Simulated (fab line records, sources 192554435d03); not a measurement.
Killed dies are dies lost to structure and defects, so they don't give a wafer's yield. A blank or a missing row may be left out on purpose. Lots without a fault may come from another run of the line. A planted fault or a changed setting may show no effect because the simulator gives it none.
fab line records | flow n5_finfet | part 2 of 2: steps 4 to 6 of 6
record lots=23 wafers=69 last_day=17
route steps=1938 shown GATE_CUT@487
lots that met no fault: from a run of the same line without faults
start_h: hours from the record's first day to the start of the lot's first wafer shown | wait_h: hours since the lot's step before | " the same as in the row above | L1.1+2: a row that stands for several wafers | - no value, or no start given | * or withheld: withheld | < > ~ a bound
route shown NAME@n: a module of which the file shows steps, and the number in the route of the first | usual: mean/standard deviation of fault-free wafers | same: alike in all rows | chamber/n: place in a boat | sites: the reading at each site | _std_site: their standard deviation | _edge_site: outer sites' mean less inner sites' | radius_mm: how far each site lies from the wafer's centre | mask NAME#n: copy n | behind: the tool/chamber that last shaped the wafer | hold: why the lot was held/for how many hours/how that ended | device: the transistor (n, p or np) that didn't switch | end of line: the same wafers' tests at the end of the route | a step without rows: its recipe alone | killed: dies lost to structure and defects at the first sort, not the wafer's yield | map: a wafer's dies, x killed, . not, _ none there
set.NAME: the setting as run; set.NAME@STEP: as run at that earlier step | model.NAME: the simulator's own value behind a step, which no gauge read
steps of the route over a sample of lots; a table a step, a row a wafer
services: from which hour (start_h, from the record's first day; less than 0 if before it) a tool's chamber was out of use, for how many hours, and why
## steps
# step N5_GATE_CUT_CUT_ETCH_53
# recipe chemistry=SF6/Cl2 target=W mask_material=SiO2 target_depth_a=792 pressure_mtorr=8 icp_w=900 bias_w=80 SF6_flow_sccm=40 Cl2_flow_sccm=60 ends=cleared
# usual drypump_motor_current_A=5.6/0.41 etch_rf_on_time_s=26.8/1.1 oes_product_au=0.70/0.071 rf_fwd_power_W=883/5.3 throttle_valve_pct=28.78/0.22
# columns lot.wafer tool chamber start_h wait_h drypump_motor_current_A etch_rf_on_time_s oes_product_au rf_fwd_power_W rf_hours_counter_h throttle_valve_pct
L074.3 rie_metal-02 0 84.61 0.1 6.2 25.5 0.70 875 - 29.06
L074.4 " 1 " " 5.1 27.1 0.70 888 - 28.54
L074.5 " 0 " " 6.2 25.5 0.70 879 - 29.07
L075.2 rie_metal-03 1 88.47 0.1 5.6 26.4 0.71 877 30 28.82
L075.4 " 1 " " 5.7 26.4 0.71 878 - 28.82
L075.6 " 1 " " 5.7 26.1 0.72 878 - 28.81
L076.2 rie_metal-01 1 98.71 0.1 5.2 27.4 0.53 885 142 29.17
L076.5 " 1 " " 5.2 27.5 0.53 887 - 29.16
L076.6 " 0 " " 5.9 26.5 0.74 886 - 28.60
L077.1 rie_metal-01 0 101.10 0.1 5.9 26.5 0.74 891 29 28.62
L077.2 " 1 " " 5.2 27.2 0.54 884 142 29.15
L077.5 " 0 " " 5.9 26.3 0.75 892 - 28.60
L078.1 rie_metal-01 1 108.94 0.1 5.2 27.3 0.53 887 143 29.16
L078.2 " 0 " " 5.9 26.8 0.73 883 30 28.61
L078.6 " 1 " " 5.2 27.4 0.53 884 - 29.17
L079.1 rie_metal-02 0 112.82 0.1 6.2 25.5 0.70 878 57 29.07
L079.4 " 1 " " 5.2 27.2 0.69 883 - 28.52
L079.5 " 1 " " 5.2 27.3 0.69 887 - 28.55
L080.1 rie_metal-01 0 118.35 0.1 5.9 26.6 0.73 887 31 28.60
L080.3 " 0 " " 5.9 26.5 0.73 890 - 28.61
L080.5 " 0 " " 5.9 26.3 0.73 889 - 28.61
L081.2 rie_metal-03 1 126.92 0.1 5.7 25.9 0.72 880 34 28.82
L081.4 " 0 " " 5.2 28.8 0.77 888 - 28.75
L081.6 " 1 " " 5.8 25.8 0.72 878 - 28.82
L082.1 rie_metal-02 0 140.75 0.1 6.2 25.3 0.69 875 59 29.07
L082.2 " 1 " " 5.2 26.9 0.69 882 42 28.54
L082.6 " 1 " " 5.1 27.3 0.67 888 - 28.52
L083.3 rie_metal-01 0 143.72 0.1 5.9 27.0 0.72 888 - 28.62
L083.5 " 0 " " 5.9 26.8 0.72 883 - 28.63
L083.6 " 0 " " 5.9 26.9 0.72 882 - 28.60
L084.2 rie_metal-01 0 147.43 0.1 5.9 26.6 0.73 885 - 28.61
L084.3 " 0 " " 5.9 26.6 0.72 889 - 28.64
L084.6 " 0 " " 5.9 26.6 0.72 888 - 28.62
L085.1 rie_metal-01 1 149.75 0.1 5.2 26.4 0.89 883 0 28.59
L085.3 " 0 " " 5.9 26.3 0.73 887 - 28.62
L085.6 " 1 " " 5.2 26.8 0.88 884 - 28.60
L086.1 rie_metal-01 1 159.78 0.1 5.2 26.5 0.87 884 1 28.60
L086.2 " 0 " " 5.9 26.6 0.72 893 36 28.62
L086.5 " 1 " " 5.2 26.5 0.86 887 - 28.60
L087.1 rie_metal-01 0 165.68 0.1 5.9 26.2 0.72 888 36 28.61
L087.4 " 0 " " 5.9 26.1 0.72 884 - 28.62
L087.6 " 0 " " 5.9 26.2 0.72 884 - 28.62
L088.1 rie_metal-02 0 166.58 0.1 6.2 25.2 0.69 878 61 29.08
L088.3 " 0 " " 6.2 25.4 0.69 878 - 29.07
L088.6 " 0 " " 6.2 25.3 0.69 877 - 29.06
L089.2 rie_metal-02 0 173.69 0.1 6.2 25.6 0.68 874 61 29.08
L089.5 " 0 " " 6.2 25.5 0.68 877 - 29.08
L089.6 " 1 " " 5.2 27.4 0.67 883 - 28.54
L091.4 rie_metal-03 1 186.40 0.1 5.7 26.1 0.69 874 - 28.86
L091.5 " 1 " " 5.6 26.0 0.70 875 - 28.85
L091.6 " 0 " " 5.2 29.1 0.75 884 - 28.76
L092.2 rie_metal-03 1 194.28 0.1 5.7 26.3 0.69 877 40 28.83
L092.3 " 0 " " 5.2 28.7 0.75 889 - 28.77
L092.5 " 1 " " 5.7 25.8 0.70 877 - 28.84
L093.3 rie_metal-02 1 198.54 0.1 5.1 27.7 0.67 879 - 28.54
L093.5 " 0 " " 6.2 25.7 0.68 878 - 29.08
L093.6 " 1 " " 5.2 27.5 0.66 882 - 28.54
L094.1 rie_metal-03 1 205.79 0.1 5.7 26.3 0.69 877 41 28.84
L094.3 " 0 " " 5.2 29.2 0.74 890 - 28.76
L094.5 " 0 " " 5.2 29.2 0.74 890 - 28.78
L095.3 rie_metal-03 1 210.08 0.1 5.7 26.7 0.68 871 - 28.84
L095.4 " 0 " " 5.2 29.4 0.73 888 - 28.77
L095.5 " 0 " " 5.2 29.4 0.72 892 - 28.77
L096.3 rie_metal-02 0 219.07 0.1 6.2 25.4 0.68 879 - 29.08
L096.5 " 0 " " 6.2 25.4 0.68 881 - 29.08
L096.6 " 1 " " 5.1 27.3 0.67 884 - 28.53
L097.1 rie_metal-02 1 220.87 0.1 5.2 27.3 0.67 882 50 28.54
L097.2 " 0 " " 6.2 25.4 0.67 876 65 29.08
L097.6 " 0 " " 6.2 25.4 0.68 876 - 29.07
# step N5_GATE_CUT_ALD_22
# recipe material=SiNx target_thk_a=160 temp_c=400 ald_precursor_family=SiH2I2 ald_co_reactant=N2/H2-plasma pulse_time_s=1 ald_cycles=320 purge_time_s=2 co_reactant_purge_time_s=2 pressure_torr=2
# usual heater_power_w=821/48 precursor_pulse_height_rel=0.998/0.021
# columns lot.wafer tool chamber start_h wait_h heater_power_w precursor_pulse_height_rel
L074.3 ald_sin-01 2 85.03 0.0 902 0.990
L074.4 " 2 " " 909 1.009
L074.5 " 1 " " 755 1.016
L075.2 ald_sin-03 0 89.20 0.3 854 0.965
L075.4 " 3 " " 832 1.029
L075.6 " 3 " " 831 0.989
L076.2 ald_sin-03 0 99.58 0.5 857 1.011
L076.5 " 0 " " 857 1.001
L076.6 " 3 " " 830 0.981
L077.1 ald_sin-03 2 101.91 0.4 781 1.006
L077.2 " 3 " " 815 1.051
L077.5 " 2 " " 796 1.052
L078.1 ald_sin-04 0 109.39 0.0 782 1.012
L078.2 " 3 " " 798 0.982
L078.6 " 0 " " 789 1.007
L079.1 ald_sin-04 0 113.26 0.0 784 1.005
L079.4 " 1 " " 763 0.992
L079.5 " 2 " " 866 0.987
L080.1 ald_sin-03 2 118.80 0.0 788 1.022
L080.3 " 3 " " 840 1.013
L080.5 " 3 " " 809 0.988
L081.2 ald_sin-03 2 127.49 0.2 784 1.012
L081.4 " 1 " " 873 0.995
L081.6 " 3 " " 824 0.991
L082.1 ald_sin-04 3 141.19 0.0 801 1.016
L082.2 " 0 " " 798 0.984
L082.6 " 0 " " 800 1.055
L083.3 ald_sin-04 3 145.01 0.6 809 1.020
L083.5 " 2 " " 861 0.968
L083.6 " 3 " " 803 1.007
L084.2 ald_sin-01 2 148.12 0.0 928 0.987
L084.3 " 3 " " 746 1.027
L084.6 " 1 " " 728 0.988
L085.1 ald_sin-04 0 150.19 0.0 809 0.997
L085.3 " 2 " " 887 0.982
L085.6 " 1 " " 771 1.006
L086.1 ald_sin-03 1 160.23 0.0 844 1.001
L086.2 " 0 " " 881 0.984
L086.5 " 2 " " 793 1.035
L087.1 ald_sin-04 3 166.13 0.0 802 1.032
L087.4 " 1 " " 778 0.993
L087.6 " 0 " " 813 0.972
L088.1 ald_sin-03 2 167.03 0.0 791 0.962
L088.3 " 0 " " 859 0.976
L088.6 " 3 " " 842 0.992
L089.2 ald_sin-04 2 174.14 0.0 887 0.979
L089.5 " 3 " " 792 1.024
L089.6 " 0 " " 806 1.006
L091.4 ald_sin-04 1 186.82 0.0 754 1.012
L091.5 " 2 " " 892 0.995
L091.6 " 1 " " 760 1.023
L092.2 ald_sin-03 0 194.76 0.0 884 0.968
L092.3 " 2 " " 779 1.021
L092.5 " 0 " " 856 0.969
L093.3 ald_sin-01 2 198.96 0.0 890 1.010
L093.5 " 3 " " 746 0.973
L093.6 " 0 " " 931 0.993
L094.1 ald_sin-03 3 206.27 0.0 852 0.995
L094.3 " 2 " " 830 1.021
L094.5 " 0 " " 864 0.992
L095.3 ald_sin-03 3 210.50 0.0 814 0.983
L095.4 " 3 " " 829 0.967
L095.5 " 2 " " 785 1.010
L096.3 ald_sin-04 1 219.49 0.0 801 1.006
L096.5 " 1 " " 772 1.003
L096.6 " 2 " " 885 1.045
L097.1 ald_sin-03 0 222.15 0.9 869 0.962
L097.2 " 3 " " 836 1.000
L097.6 " 2 " " 794 1.019
# step N5_GATE_CUT_CMP_43
# recipe material=SiO2 post_cmp_clean=rinse_only
# usual motor_current_A=12.3/1.1
# columns lot.wafer tool chamber start_h wait_h motor_current_A
L074.4 cmp-02 1 86.92 0.1 12.7
L074.3 " 2 " " 12.0
L074.5 " 1 " " 13.1
L075.4 cmp-02 0 91.01 0.0 12.3
L075.2 " 3 " " 12.5
L075.6 " 1 " " 13.6
L076.2 cmp-03 1 101.39 0.0 14.1
L076.6 " 1 " " 14.0
L076.5 " 2 " " 10.6
L077.2 cmp-01 2 103.83 0.1 10.1
L077.1 " 1 " " 13.9
L077.5 " 2 " " 10.3
L078.1 cmp-03 2 111.20 0.0 10.9
L078.2 " 0 " " 12.8
L078.6 " 2 " " 10.9
L079.1 cmp-02 2 115.15 0.1 12.2
L079.4 " 0 " " 12.3
L079.5 " 2 " " 11.6
L080.3 cmp-02 0 120.69 0.1 12.3
L080.1 " 2 " " 12.0
L080.5 " 3 " " 12.2
L081.2 cmp-02 0 129.30 0.0 12.8
L081.4 " 3 " " 11.7
L081.6 " 1 " " 12.2
L082.1 cmp-03 0 143.09 0.1 12.3
L082.2 " 1 " " 13.9
L082.6 " 3 " " 11.3
L083.3 cmp-03 3 147.06 0.3 11.8
L083.6 " 0 " " 12.9
L083.5 " 1 " " 13.3
L084.2 cmp-03 2 149.93 0.0 11.0
L084.3 " 3 " " 11.4
L084.6 " 3 " " 11.4
L085.1 cmp-02 3 152.01 0.0 12.0
L085.3 " 0 " " 12.1
L085.6 " 3 " " 12.0
L086.1 cmp-01 0 162.04 0.0 11.7
L086.2 " 3 " " 12.2
L086.5 " 0 " " 13.3
L087.4 cmp-02 3 167.94 0.0 12.0
L087.1 " 2 " " 12.3
L087.6 " 0 " " 12.8
L088.1 cmp-02 2 168.92 0.1 13.0
L088.3 " 3 " " 12.1
L088.6 " 1 " " 13.1
L089.2 cmp-03 0 176.11 0.2 12.4
L089.6 " 2 " " 10.8
L089.5 " 3 " " 11.8
L091.4 cmp-01 2 188.64 0.0 10.2
L091.6 " 2 " " 10.2
L091.5 " 3 " " 11.7
L092.3 cmp-03 2 196.58 0.0 10.9
L092.2 " 1 " " 14.3
L092.5 " 3 " " 11.8
L093.3 cmp-01 0 200.94 0.2 11.9
L093.5 " 2 " " 10.8
L093.6 " 3 " " 12.0
L094.1 cmp-02 2 208.09 0.0 12.6
L094.3 " 1 " " 12.7
L094.5 " 2 " " 12.5
L095.3 cmp-01 0 212.32 0.0 12.1
L095.4 " 3 " " 11.7
L095.5 " 0 " " 12.6
L096.3 cmp-01 2 221.47 0.2 10.6
L096.6 " 0 " " 13.0
L096.5 " 1 " " 14.2
L097.1 cmp-01 1 223.97 0.0 14.3
L097.2 " 3 " " 11.9
L097.6 " 1 " " 14.1
## services
# columns tool chamber start_h hours kind
cmp-02 - 65.60 2.1 repair
cmp-03 - 68.20 0.2 repair
cmp-02 - 68.38 4.7 pm
ald_sin-01 0 80.20 20.4 repair
rie_diel-02 0 84.26 23.0 repair
cmp-01 - 84.84 16.2 pm
ald_sin-04 - 85.70 14.0 pm
rie_metal-03 - 110.67 0.5 repair
ald_sin-03 0 126.03 3.6 repair
ald_sin-01 1 129.96 14.0 repair
cmp-03 - 134.08 1.0 repair
rie_metal-02 0 134.83 3.9 repair
rie_metal-03 - 169.47 2.0 repair
rie_metal-02 - 170.17 0.7 repair
cmp-03 - 173.25 0.5 repair
ald_sin-01 - 176.92 14.0 pm
cmp-03 - 178.69 1.7 repair
rie_metal-02 0 186.25 6.2 repair
ald_sin-03 1 186.99 105.9 repair
cmp-02 - 197.12 0.2 repair
cmp-03 - 200.52 4.0 pm
ald_sin-01 - 214.57 0.5 repair
ald_sin-01 - 218.36 6.1 pm
rie_diel-03 - 220.73 0.9 repair
